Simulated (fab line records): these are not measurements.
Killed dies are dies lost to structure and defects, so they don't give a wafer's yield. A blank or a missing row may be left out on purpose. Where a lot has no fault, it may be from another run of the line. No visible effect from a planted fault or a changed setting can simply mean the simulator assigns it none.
fab line records | flow n5-finfet
record lots=7 | wafers=39
route steps=1938 shown SPACER0@260 SD_EPI_N@262 GATE_CUT@477
start-h: hours from the record's first day to the start of the lot's first wafer shown | wait-h: hours from the lot's prior step to this one | " repeats the value in the row above | L1.1+2: one row covering several wafers at once | - no value present, or no start provided | * or withheld: withheld | < > ~ a bound
route shown NAME@n: names a module that has steps shown in the file, with the first one's number in the route | usual: mean and standard deviation over wafers with no fault | same: alike in all rows | chamber/n: place in a boat | sites: the reading at each site | _std_site: the standard deviation of these | _edge_site: the outer-site mean with the inner-site mean subtracted | radius-mm: how far each site lies from the wafer's centre | mask NAME#n: copy n | behind: the most recent tool/chamber to have shaped the wafer | hold: what put the lot on hold/how long, in hours/how the hold closed | device: whichever transistor did not switch (one of n, p or np) | end of line: tests run on the same wafers once the route is complete | step lacking rows: just its recipe | killed: count of dies lost to structure and defects at first sort (not the wafer's yield) | map: the dies of a wafer, with x for killed, . for not killed, _ for no die there
set.NAME: setting as actually run; set.NAME@STEP: the setting as run at that earlier step | model.NAME: the simulator's own value behind a step, which no gauge read
one table per step and one row per wafer, for lots whose settings were changed on purpose
## steps
# step N5_SPACER0_ALD_08
# recipe material=SiNx | target-thk-a=20 | temp-c=400 | ald-precursor-family=SiH2I2 | ald-co-reactant=N2/H2-plasma | pressure-torr=2
lot.wafer        | tool       | chamber     | start-h | wait-h | set.target-thk-a
L077.1+3+6       | ald-sin-02 | 0,3,1       | 67.58   | 0.1    | 18.08
L077.2+4+5       | "          | 2,1,2       | "       | "      | 20
L081.1+2+6       | ald-sin-01 | 2,3,3       | 92.49   | 0.1    | 20
L083.1+5+6       | ald-sin-01 | 3,2,1       | 101.47  | 0.1    | 21.07
L083.2+3+4       | "          | 0,2,1       | "       | "      | 20
L085.1+2+6       | ald-sin-01 | 2,0,2       | 117.03  | 0.1    | 21.14
L085.3+4+5       | "          | 3,1,3       | "       | "      | 20
L088.1+2+6       | ald-sin-04 | 2,3,3       | 133.36  | 0.1    | 20
L088.3+4+5       | "          | 0,1,2       | "       | "      | 18.02
L091.1+2+3+4+5+6 | ald-sin-02 | 0,1,3,2,2,1 | 150.05  | 0.1    | 20
L093.1+2+6       | ald-sin-01 | 1,2,0       | 162.53  | 0.1    | 20
L093.3+4+5       | "          | 0,3,1       | "       | "      | 17.23
# step N5_SD_EPI_N_COAT_32
# recipe resist=SOC | temp-c=250 | time-s=60 | spin-rpm=1500 | resist-thk-nm=350
# step N5_SD_EPI_N_SD_RECESS_17
# recipe chemistry=HBr/Cl2/O2 | target-depth-a=410 | mask-material=SOC | time-s=23.7 | bt-time-s=3 | pressure-mtorr=10 | icp-w=800 | bias-w=112 | HBr_flow_sccm=150 | Cl2_flow_sccm=80 | O2_flow_sccm=12
# step N5_SD_EPI_N_STRIP_38
# recipe chemistry=N2/H2 | power-w=1000 | temp-c=250 | h2-frac=0.65 | overash-fraction=0.3 | pressure-mtorr=withheld | n2-flow-sccm=1750 | h2-flow-sccm=3250
# step N5_SD_EPI_N_WET_ETCH_43
# recipe chemistry=dHF | dilution=withheld | time-s=14 | target=SiO2 | target-depth-a=15 | temp-c=25
lot.wafer        | tool         | chamber     | start-h | wait-h | set.target-thk-a@SPACER0_ALD_08 | model.SiNx_of_SPACER0_ALD_08.thk-nm
L077.1+3+6       | wet-bench-03 | 3,5,7       | 69.29   | -      | 18.08                           | 1.4
L077.2+4+5       | "            | 6,2,4       | "       | "      | 20                              | 1.6
L081.1+2+6       | wet-bench-06 | 0,7,3       | 94.29   | -      | 20                              | 1.6
L083.1+5+6       | wet-bench-02 | 2,4,1       | 103.24  | -      | 21.07                           | 1.6
L083.2+3+4       | "            | 5,6,3       | "       | "      | 20                              | 1.6
L085.1+2+6       | wet-bench-06 | 5,2,3       | 118.63  | -      | 21.14                           | 1.6
L085.3+4+5       | "            | 1,4,0       | "       | "      | 20                              | 1.6
L088.1+2+6       | wet-bench-03 | 0,3,1       | 134.97  | -      | 20                              | 1.6
L088.3+4+5       | "            | 5,2,4       | "       | "      | 18.02                           | 1.4
L091.1+2+3+4+5+6 | wet-bench-02 | 0,7,2,3,1,6 | 151.65  | -      | 20                              | 1.6
L093.1+2+6       | wet-bench-06 | 5,0,2       | 164.05  | -      | 20                              | 1.6
L093.3+4+5       | "            | 4,1,3       | "       | "      | 17.23                           | 1.2
# step N5_GATE_CUT_HM_DEP_46
# recipe material=SiO2 | target-thk-a=1300 | temp-c=400 | precursor=TEOS/O2 | pressure-torr=6.5 | rf-w=900 | teos-flow-sccm=161.4 | gas=O2 | flow-sccm=2650 | time-s=26.6
lot.wafer | tool     | chamber | start-h | wait-h | set.time-s | model.SiO2_of_GATE_CUT_HM_DEP_46.thk-nm
L077.1    | pecvd-01 | 1       | 102.06  | 0.0    | 26.6       | 131.4
L077.2    | "        | 0       | "       | "      | 29.89      | 142.6
L077.3    | "        | 2       | "       | "      | 29.89      | 145.4
L077.4    | "        | 1       | "       | "      | 26.6       | 133.2
L077.5    | "        | 0       | "       | "      | 26.6       | 129.4
L077.6    | "        | 2       | "       | "      | 29.89      | 148.4
L081.1    | pecvd-03 | 2       | 127.16  | 0.0    | 26.6       | 130.6
L081.2    | "        | 0       | "       | "      | 26.6       | 128.4
L081.6    | "        | 0       | "       | "      | 26.6       | 133.2
L083.1    | pecvd-03 | 1       | 136.28  | 0.0    | 26.6       | 127.8
L083.2    | "        | 2       | "       | "      | 27.95      | 136.4
L083.3    | "        | 0       | "       | "      | 27.95      | 135.6
L083.4    | "        | 0       | "       | "      | 26.6       | 132.2
L083.5    | "        | 2       | "       | "      | 27.95      | 138.8
L083.6    | "        | 1       | "       | "      | 26.6       | 131.8
L085.1    | pecvd-03 | 2       | 150.72  | 0.0    | 23.32      | 112.2
L085.2    | "        | 1       | "       | "      | 26.6       | 127.6
L085.3+4  | "        | 2,1     | "       | "      | 26.6       | 129.2
L085.5    | "        | 2       | "       | "      | 23.32      | 114.8
L085.6    | "        | 1       | "       | "      | 23.32      | 114.6
L088.1    | pecvd-01 | 0       | 167.49  | 0.0    | 22.7       | 109.8
L088.2    | "        | 1       | "       | "      | 22.7       | 111.2
L088.3    | "        | 2       | "       | "      | 26.6       | 128
L088.4    | "        | 1       | "       | "      | 26.6       | 130.4
L088.5    | "        | 2       | "       | "      | 22.7       | 111.4
L088.6    | "        | 0       | "       | "      | 26.6       | 129
L091.1    | pecvd-01 | 1       | 183.48  | 0.0    | 23.38      | 115
L091.2    | "        | 0       | "       | "      | 23.38      | 113
L091.3    | "        | 2       | "       | "      | 26.6       | 128.8
L091.4    | "        | 0       | "       | "      | 26.6       | 130.8
L091.5    | "        | 1       | "       | "      | 26.6       | 132.2
L091.6    | "        | 2       | "       | "      | 23.38      | 116.6
L093.1    | pecvd-03 | 1       | 197.79  | 0.0    | 23.61      | 118.4
L093.2    | "        | 2       | "       | "      | 26.6       | 131.8
L093.3    | "        | 0       | "       | "      | 23.61      | 115.6
L093.4    | "        | 0       | "       | "      | 26.6       | 130.8
L093.5    | "        | 1       | "       | "      | 26.6       | 132.8
L093.6    | "        | 2       | "       | "      | 23.61      | 118.6
# step N5_GATE_CUT_COAT_34
# recipe resist=SOC | temp-c=250 | time-s=60 | spin-rpm=1500 | resist-thk-nm=60
# step N5_GATE_CUT_COAT_35
# recipe resist=SiARC | temp-c=220 | time-s=60 | spin-rpm=1500 | resist-thk-nm=10
# step N5_GATE_CUT_STRIP_38
# recipe chemistry=N2/H2 | temp-c=40 | n2-flow-sccm=200 | h2-flow-sccm=200 | rf-frequency-hz=6e+07
# step N5_GATE_CUT_STRIP_39
# recipe chemistry=N2/H2 | temp-c=40 | n2-flow-sccm=200 | h2-flow-sccm=200 | rf-frequency-hz=6e+07
# step N5_GATE_CUT_HM_OPEN_40
# recipe chemistry=C4F6/O2 | target=SiO2 | mask-material=SiARC | target-depth-a=1390 | time-s=85.1 | ion-energy-ev=250 | pressure-mtorr=30 | source-w=345 | bias-w=185 | Ar_flow_sccm=300 | C4F6_flow_sccm=10 | O2_flow_sccm=10 | ends=cleared
# usual etch-rf-on-time-s=94.4/2
lot.wafer | tool        | chamber | start-h | wait-h | set.time-s@GATE_CUT_HM_DEP_46 | etch-rf-on-time-s | model.etch.depth-nm | model.SOC_of_GATE_CUT_COAT_34.thk-nm
L077.1    | rie-diel-01 | 0       | 102.81  | 0.0    | 26.6                          | 94.5              | 131.4               | 32.4
L077.2    | "           | 2       | "       | "      | 29.89                         | 103.5             | 142.5               | 30.4
L077.3    | "           | 1       | "       | "      | 29.89                         | 102.5             | 145.4               | 29.2
L077.4    | "           | 3       | "       | "      | 26.6                          | 97.1              | 133.2               | 32.4
L077.5    | "           | 2       | "       | "      | 26.6                          | 93.8              | 129.5               | 33
L077.6    | "           | 1       | "       | "      | 29.89                         | 103.8             | 148.4               | 28.6
L081.1    | rie-diel-03 | 0       | 127.92  | 0.0    | 26.6                          | 95.4              | 130.6               | 32.6
L081.2    | "           | 1       | "       | "      | 26.6                          | 92.7              | 128.4               | 33.4
L081.6    | "           | 2       | "       | "      | 26.6                          | 96.8              | 133.3               | 32
L083.1    | rie-diel-03 | 2       | 136.90  | 0.0    | 26.6                          | 91.6              | 127.8               | 33.2
L083.2    | "           | 3       | "       | "      | 27.95                         | 99.3              | 136.3               | 31.2
L083.3    | "           | 1       | "       | "      | 27.95                         | 97.3              | 135.6               | 32
L083.4    | "           | 0       | "       | "      | 26.6                          | 96.1              | 132.1               | 32.4
L083.5    | "           | 0       | "       | "      | 27.95                         | 100.2             | 138.7               | 31
L083.6    | "           | 3       | "       | "      | 26.6                          | 95.3              | 131.7               | 32
L085.1    | rie-diel-05 | 3       | 151.36  | 0.0    | 23.32                         | 80.9              | 112.2               | 36.2
L085.2    | "           | 0       | "       | "      | 26.6                          | 91.6              | 127.6               | 32.8
L085.3    | "           | 1       | "       | "      | 26.6                          | 94.5              | 129.2               | 33
L085.4    | "           | 2       | "       | "      | 26.6                          | 90.0              | 129.1               | 32.4
L085.5    | "           | 0       | "       | "      | 23.32                         | 81.0              | 114.8               | 35.4
L085.6    | "           | 1       | "       | "      | 23.32                         | 83.0              | 114.6               | 36
L088.1    | rie-diel-01 | 0       | 168.30  | 0.0    | 22.7                          | 78.3              | 109.7               | 36.8
L088.2    | "           | 1       | "       | "      | 22.7                          | 79.1              | 111.2               | 36.4
L088.3    | "           | 3       | "       | "      | 26.6                          | 93.4              | 128                 | 33.4
L088.4    | "           | 2       | "       | "      | 26.6                          | 96.6              | 130.5               | 32.6
L088.5    | "           | 2       | "       | "      | 22.7                          | 81.6              | 111.4               | 36.8
L088.6    | "           | 3       | "       | "      | 26.6                          | 94.7              | 129.1               | 33.2
L091.1    | rie-diel-03 | 3       | 184.25  | 0.0    | 23.38                         | 84.3              | 115                 | 35.4
L091.2    | "           | 2       | "       | "      | 23.38                         | 81.6              | 113.1               | 36
L091.3    | "           | 1       | "       | "      | 26.6                          | 92.9              | 128.9               | 33
L091.4    | "           | 3       | "       | "      | 26.6                          | 95.6              | 130.9               | 32
L091.5    | "           | 1       | "       | "      | 26.6                          | 94.0              | 132.2               | 32.4
L091.6    | "           | 2       | "       | "      | 23.38                         | 84.3              | 116.7               | 35.4
L093.1    | rie-diel-01 | 1       | 198.42  | 0.0    | 23.61                         | 83.8              | 118.3               | 34.6
L093.2    | "           | 0       | "       | "      | 26.6                          | 94.5              | 131.9               | 32.2
L093.3    | "           | 2       | "       | "      | 23.61                         | 86.0              | 115.7               | 35.6
L093.4    | "           | 3       | "       | "      | 26.6                          | 95.2              | 130.8               | 32.8
L093.5    | "           | 3       | "       | "      | 26.6                          | 97.2              | 132.8               | 32.2
L093.6    | "           | 2       | "       | "      | 23.61                         | 87.6              | 118.5               | 35
# step N5_GATE_CUT_STRIP_41
# recipe chemistry=CF4 | resist=SiARC | power-w=300 | bias-power-w=75 | pressure-mtorr=50 | cf4-flow-sccm=150 | rf-frequency-hz=6e+07
# step N5_GATE_CUT_STRIP_42
# recipe chemistry=O2 | power-w=400 | temp-c=40 | pressure-mtorr=30 | rf-frequency-hz=6e+07 | bias-power-w=0 | overash-fraction=0.3 | o2-flow-sccm=225
# step N5_GATE_CUT_ALD_22
# recipe material=SiNx | target-thk-a=160 | temp-c=400 | ald-precursor-family=SiH2I2 | ald-co-reactant=N2/H2-plasma | pulse-time-s=1 | ald-cycles=320 | purge-time-s=2 | co-reactant-purge-time-s=2 | pressure-torr=2
# step N5_GATE_CUT_CMP_23
# recipe stop-on=SiO2 | t-overpolish-s=23.4 | post-cmp-clean=alkaline-brush | down-force-psi=2.5 | platen-rpm=51.8 | pad-velocity-m-s=1.0307 | target-thk-nm=16
# step N5_GATE_CUT_THK_MEAS_24
# recipe reads=SiO2_of_GATE_CUT_HM_DEP_46+SiO2_flowable_of_ILD0_FCVD_FILL_01
# usual GC_FILL_THK=220.1/2.2
lot.wafer | tool          | chamber | start-h | wait-h | set.time-s@GATE_CUT_HM_DEP_46 | GC_FILL_THK[nm]
L077.1    | film-metro-02 | -       | 105.27  | -      | 26.6                          | 220.3
L077.2    | "             | -       | "       | "      | 29.89                         | 231.2
L077.3    | "             | -       | "       | "      | 29.89                         | 236.3
L077.4    | "             | -       | "       | "      | 26.6                          | 223.1
L077.5    | "             | -       | "       | "      | 26.6                          | 220.2
L077.6    | "             | -       | "       | "      | 29.89                         | 237.7
L081.1    | film-metro-02 | -       | 130.38  | -      | 26.6                          | 223.1
L081.2    | "             | -       | "       | "      | 26.6                          | 217.2
L081.6    | "             | -       | "       | "      | 26.6                          | 223.5
L083.1    | film-metro-01 | -       | 139.94  | -      | 26.6                          | 215.7
L083.2    | "             | -       | "       | "      | 27.95                         | 224.6
L083.3    | "             | -       | "       | "      | 27.95                         | 224.6
L083.4    | "             | -       | "       | "      | 26.6                          | 220.0
L083.5    | "             | -       | "       | "      | 27.95                         | 227.5
L083.6    | "             | -       | "       | "      | 26.6                          | 219.6
L085.1    | film-metro-02 | -       | 153.82  | -      | 23.32                         | 202.5
L085.2    | "             | -       | "       | "      | 26.6                          | 219.6
L085.3    | "             | -       | "       | "      | 26.6                          | 220.0
L085.4    | "             | -       | "       | "      | 26.6                          | 219.6
L085.5    | "             | -       | "       | "      | 23.32                         | 206.3
L085.6    | "             | -       | "       | "      | 23.32                         | 205.9
L088.1    | film-metro-02 | -       | 170.89  | -      | 22.7                          | 198.6
L088.2    | "             | -       | "       | "      | 22.7                          | 200.5
L088.3    | "             | -       | "       | "      | 26.6                          | 217.1
L088.4    | "             | -       | "       | "      | 26.6                          | 220.8
L088.5    | "             | -       | "       | "      | 22.7                          | 200.5
L088.6    | "             | -       | "       | "      | 26.6                          | 218.5
L091.1    | film-metro-02 | -       | 186.71  | -      | 23.38                         | 204.5
L091.2    | "             | -       | "       | "      | 23.38                         | 204.5
L091.3    | "             | -       | "       | "      | 26.6                          | 219.4
L091.4    | "             | -       | "       | "      | 26.6                          | 220.8
L091.5    | "             | -       | "       | "      | 26.6                          | 221.9
L091.6    | "             | -       | "       | "      | 23.38                         | 206.7
L093.1    | film-metro-01 | -       | 200.88  | -      | 23.61                         | 206.6
L093.2    | "             | -       | "       | "      | 26.6                          | 220.1
L093.3    | "             | -       | "       | "      | 23.61                         | 203.7
L093.4    | "             | -       | "       | "      | 26.6                          | 219.5
L093.5    | "             | -       | "       | "      | 26.6                          | 222.8
L093.6    | "             | -       | "       | "      | 23.61                         | 207.6
# step N5_GATE_CUT_CMP_43
# recipe material=SiO2 | post-cmp-clean=rinse-only
lot.wafer  | tool   | chamber | start-h | wait-h | set.time-s@GATE_CUT_HM_DEP_46 | model.SiO2_of_GATE_CUT_HM_DEP_46.thk-nm
L077.3+6   | cmp-02 | 0,1     | 105.30  | 0.0    | 29.89                         | 5.8
L077.2     | "      | 1       | "       | "      | 29.89                         | 5.6
L077.4     | "      | 2       | "       | "      | 26.6                          | 5.2
L077.1+5   | "      | 3,0     | "       | "      | 26.6                          | 5
L081.1+2   | cmp-04 | 3,0     | 130.57  | 0.2    | 26.6                          | 5
L081.6     | "      | 1       | "       | "      | 26.6                          | 5.2
L083.1     | cmp-04 | 0       | 139.97  | 0.0    | 26.6                          | 4.8
L083.2+5   | "      | 1       | "       | "      | 27.95                         | 5.4
L083.3     | "      | 2       | "       | "      | 27.95                         | 5.2
L083.4+6   | "      | 3,0     | "       | "      | 26.6                          | 5
L085.3+4   | cmp-03 | 2,0     | 153.85  | 0.0    | 26.6                          | 5
L085.1+5+6 | "      | 3,2,3   | "       | "      | 23.32                         | 4.2
L085.2     | "      | 1       | "       | "      | 26.6                          | 4.8
L088.3     | cmp-02 | 2       | 170.92  | 0.0    | 26.6                          | 4.8
L088.2+1   | "      | 3,1     | "       | "      | 22.7                          | 4
L088.4+6   | "      | 0,2     | "       | "      | 26.6                          | 5
L088.5     | "      | 3       | "       | "      | 22.7                          | 4.2
L091.1+2   | cmp-04 | 1,2     | 186.87  | 0.2    | 23.38                         | 4.2
L091.3+4+5 | "      | 3,0,1   | "       | "      | 26.6                          | 5
L091.6     | "      | 2       | "       | "      | 23.38                         | 4.4
L093.4+2   | cmp-03 | 1,2     | 200.91  | 0.0    | 26.6                          | 5
L093.3+1+6 | "      | 3,0,1   | "       | "      | 23.61                         | 4.4
L093.5     | "      | 2       | "       | "      | 26.6                          | 5.2
## key
split step=N5_SPACER0_ALD_08 | setting=target-thk-a | stated=20 | by=wafer
response step=N5_SD_EPI_N_WET_ETCH_43 | reading=model.SiNx_of_SPACER0_ALD_08.thk-nm | change=+0.0213 | per=1% | r=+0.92
split step=N5_GATE_CUT_HM_DEP_46 | setting=time-s | stated=26.6 | by=wafer
response step=N5_GATE_CUT_HM_DEP_46 | reading=model.SiO2_of_GATE_CUT_HM_DEP_46.thk-nm | change=+1.23 | per=1% | r=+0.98
response step=N5_GATE_CUT_HM_OPEN_40 | reading=etch-rf-on-time-s | change=* | per=1% | r=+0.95
response step=N5_GATE_CUT_HM_OPEN_40 | reading=model.etch.depth-nm | change=+1.23 | per=1% | r=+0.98
response step=N5_GATE_CUT_HM_OPEN_40 | reading=model.SOC_of_GATE_CUT_COAT_34.thk-nm | change=-0.25 | per=1% | r=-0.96
response step=N5_GATE_CUT_THK_MEAS_24 | reading=GC_FILL_THK | change=+1.25 | per=1% | r=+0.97
response step=N5_GATE_CUT_CMP_43 | reading=model.SiO2_of_GATE_CUT_HM_DEP_46.thk-nm | change=+0.0591 | per=1% | r=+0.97
